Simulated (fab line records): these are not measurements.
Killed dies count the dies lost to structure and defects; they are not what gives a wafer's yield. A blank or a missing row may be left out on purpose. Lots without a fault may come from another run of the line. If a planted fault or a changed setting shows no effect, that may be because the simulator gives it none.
Chamber matching || flow n5Finfet || 4 sister chambers for N5_BEOL_M4_VIA_ETCH_34 on rieDiel-04
The step etches the open film in C4F6/O2, target depth 69.4 nm, time 65.9 s. 24 wafers are shown with their chamber, then 12 later ones without.

WAFERS WITH THEIR CHAMBER
{"wafer": "L074.4", "chamber": 1, "showerheadPlenumPTorr (Torr)": 2.92, "rfVppV (V)": 663, "throttleValvePct (%)": 30.91}
{"wafer": "L074.5", "chamber": 0, "showerheadPlenumPTorr (Torr)": 2.92, "rfVppV (V)": 674, "throttleValvePct (%)": 30.70}
{"wafer": "L074.6", "chamber": 1, "showerheadPlenumPTorr (Torr)": 2.92, "rfVppV (V)": 659, "throttleValvePct (%)": 30.93}
{"wafer": "L075.1", "chamber": 2, "showerheadPlenumPTorr (Torr)": 2.82, "rfVppV (V)": 668, "throttleValvePct (%)": 31.04}
{"wafer": "L075.3", "chamber": 0, "showerheadPlenumPTorr (Torr)": 2.91, "rfVppV (V)": 674, "throttleValvePct (%)": 30.70}
{"wafer": "L075.6", "chamber": 1, "showerheadPlenumPTorr (Torr)": 2.92, "rfVppV (V)": 661, "throttleValvePct (%)": 30.91}
{"wafer": "L078.1", "chamber": 0, "showerheadPlenumPTorr (Torr)": 2.91, "rfVppV (V)": 675, "throttleValvePct (%)": 30.71}
{"wafer": "L078.3", "chamber": 3, "showerheadPlenumPTorr (Torr)": 2.83, "rfVppV (V)": 664, "throttleValvePct (%)": 30.99}
{"wafer": "L078.5", "chamber": 2, "showerheadPlenumPTorr (Torr)": 2.82, "rfVppV (V)": 667, "throttleValvePct (%)": 31.04}
{"wafer": "L081.3", "chamber": 0, "showerheadPlenumPTorr (Torr)": 2.91, "rfVppV (V)": 674, "throttleValvePct (%)": 30.72}
{"wafer": "L081.4", "chamber": 3, "showerheadPlenumPTorr (Torr)": 2.82, "rfVppV (V)": 664, "throttleValvePct (%)": 31.00}
{"wafer": "L081.5", "chamber": 2, "showerheadPlenumPTorr (Torr)": 2.82, "rfVppV (V)": 667, "throttleValvePct (%)": 31.05}
{"wafer": "L083.3", "chamber": 0, "showerheadPlenumPTorr (Torr)": 2.91, "rfVppV (V)": 674, "throttleValvePct (%)": 30.72}
{"wafer": "L083.4", "chamber": 2, "showerheadPlenumPTorr (Torr)": 2.81, "rfVppV (V)": 668, "throttleValvePct (%)": 31.06}
{"wafer": "L083.5", "chamber": 2, "showerheadPlenumPTorr (Torr)": 2.81, "rfVppV (V)": 667, "throttleValvePct (%)": 31.07}
{"wafer": "L084.4", "chamber": 3, "showerheadPlenumPTorr (Torr)": 2.82, "rfVppV (V)": 663, "throttleValvePct (%)": 31.01}
{"wafer": "L084.5", "chamber": 3, "showerheadPlenumPTorr (Torr)": 2.82, "rfVppV (V)": 663, "throttleValvePct (%)": 31.01}
{"wafer": "L084.6", "chamber": 0, "showerheadPlenumPTorr (Torr)": 2.91, "rfVppV (V)": 675, "throttleValvePct (%)": 30.71}
{"wafer": "L089.1", "chamber": 2, "showerheadPlenumPTorr (Torr)": 2.81, "rfVppV (V)": 668, "throttleValvePct (%)": 31.06}
{"wafer": "L089.3", "chamber": 3, "showerheadPlenumPTorr (Torr)": 2.81, "rfVppV (V)": 662, "throttleValvePct (%)": 31.03}
{"wafer": "L089.6", "chamber": 3, "showerheadPlenumPTorr (Torr)": 2.81, "rfVppV (V)": 664, "throttleValvePct (%)": 31.02}
{"wafer": "L090.3", "chamber": 1, "showerheadPlenumPTorr (Torr)": 2.91, "rfVppV (V)": 662, "throttleValvePct (%)": 30.77}
{"wafer": "L090.4", "chamber": 3, "showerheadPlenumPTorr (Torr)": 2.81, "rfVppV (V)": 663, "throttleValvePct (%)": 31.01}
{"wafer": "L090.6", "chamber": 1, "showerheadPlenumPTorr (Torr)": 2.91, "rfVppV (V)": 661, "throttleValvePct (%)": 30.76}

SIGNATURES (means of the wafers above)
{"reading": "showerheadPlenumPTorr", "chamber 0": 2.9117, "chamber 1": 2.9160, "chamber 2": 2.8150, "chamber 3": 2.8171, "scatter within a chamber": 0.0059}
{"reading": "rfVppV", "chamber 0": 674.33, "chamber 1": 661.20, "chamber 2": 667.50, "chamber 3": 663.29, "scatter within a chamber": 0.868}
{"reading": "throttleValvePct", "chamber 0": 30.7100, "chamber 1": 30.8560, "chamber 2": 31.0533, "chamber 3": 31.0100, "scatter within a chamber": 0.0388}
Rule: for a wafer and a chamber, the distance is found by dividing, reading by reading, the gap between the wafer's reading and the chamber's mean by the reading's scatter, squaring, summing and taking the root. If the next closest chamber is less than 2 further off than the closest, the wafer can't be placed; otherwise it belongs to the closest. The scatter is the square root of a quotient: the sum, over the shown wafers, of each reading's squared deviation from its chamber's mean, divided by wafers minus chambers.

WAFERS WHOSE CHAMBER IS MISSING
{"wafer": "L093.3", "showerheadPlenumPTorr (Torr)": 2.90, "rfVppV (V)": 661, "throttleValvePct (%)": 30.78}
{"wafer": "L093.4", "showerheadPlenumPTorr (Torr)": 2.81, "rfVppV (V)": 664, "throttleValvePct (%)": 31.02}
{"wafer": "L093.6", "showerheadPlenumPTorr (Torr)": 2.90, "rfVppV (V)": 675, "throttleValvePct (%)": 30.50}
{"wafer": "L097.2", "showerheadPlenumPTorr (Torr)": 2.80, "rfVppV (V)": 667, "throttleValvePct (%)": 31.08}
{"wafer": "L097.3", "showerheadPlenumPTorr (Torr)": 2.90, "rfVppV (V)": 674, "throttleValvePct (%)": 30.49}
{"wafer": "L097.6", "showerheadPlenumPTorr (Torr)": 2.90, "rfVppV (V)": 661, "throttleValvePct (%)": 30.80}
{"wafer": "L094.1", "showerheadPlenumPTorr (Torr)": 2.80, "rfVppV (V)": 667, "throttleValvePct (%)": 31.09}
{"wafer": "L094.4", "showerheadPlenumPTorr (Torr)": 2.90, "rfVppV (V)": 660, "throttleValvePct (%)": 30.80}
{"wafer": "L094.6", "showerheadPlenumPTorr (Torr)": 2.81, "rfVppV (V)": 665, "throttleValvePct (%)": 31.06}
{"wafer": "L096.3", "showerheadPlenumPTorr (Torr)": 2.80, "rfVppV (V)": 668, "throttleValvePct (%)": 31.09}
{"wafer": "L096.4", "showerheadPlenumPTorr (Torr)": 2.81, "rfVppV (V)": 663, "throttleValvePct (%)": 31.04}
{"wafer": "L096.6", "showerheadPlenumPTorr (Torr)": 2.90, "rfVppV (V)": 675, "throttleValvePct (%)": 30.48}

THE CHAMBER EACH PASSED THROUGH
{"wafer": "L093.3", "from the rows above": 1, "in truth": 1}
{"wafer": "L093.4", "from the rows above": 3, "in truth": 3}
{"wafer": "L093.6", "from the rows above": 0, "in truth": 0}
{"wafer": "L097.2", "from the rows above": 2, "in truth": 2}
{"wafer": "L097.3", "from the rows above": 0, "in truth": 0}
{"wafer": "L097.6", "from the rows above": 1, "in truth": 1}
{"wafer": "L094.1", "from the rows above": 2, "in truth": 2}
{"wafer": "L094.4", "from the rows above": 1, "in truth": 1}
{"wafer": "L094.6", "from the rows above": "can't be placed: 3 or 2", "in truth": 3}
{"wafer": "L096.3", "from the rows above": 2, "in truth": 2}
{"wafer": "L096.4", "from the rows above": 3, "in truth": 3}
{"wafer": "L096.6", "from the rows above": 0, "in truth": 0}
Correctly placed: 11 of 12. These rows do not allow placing 1 (true chamber among the candidates in 1). Placed wrongly: 0.
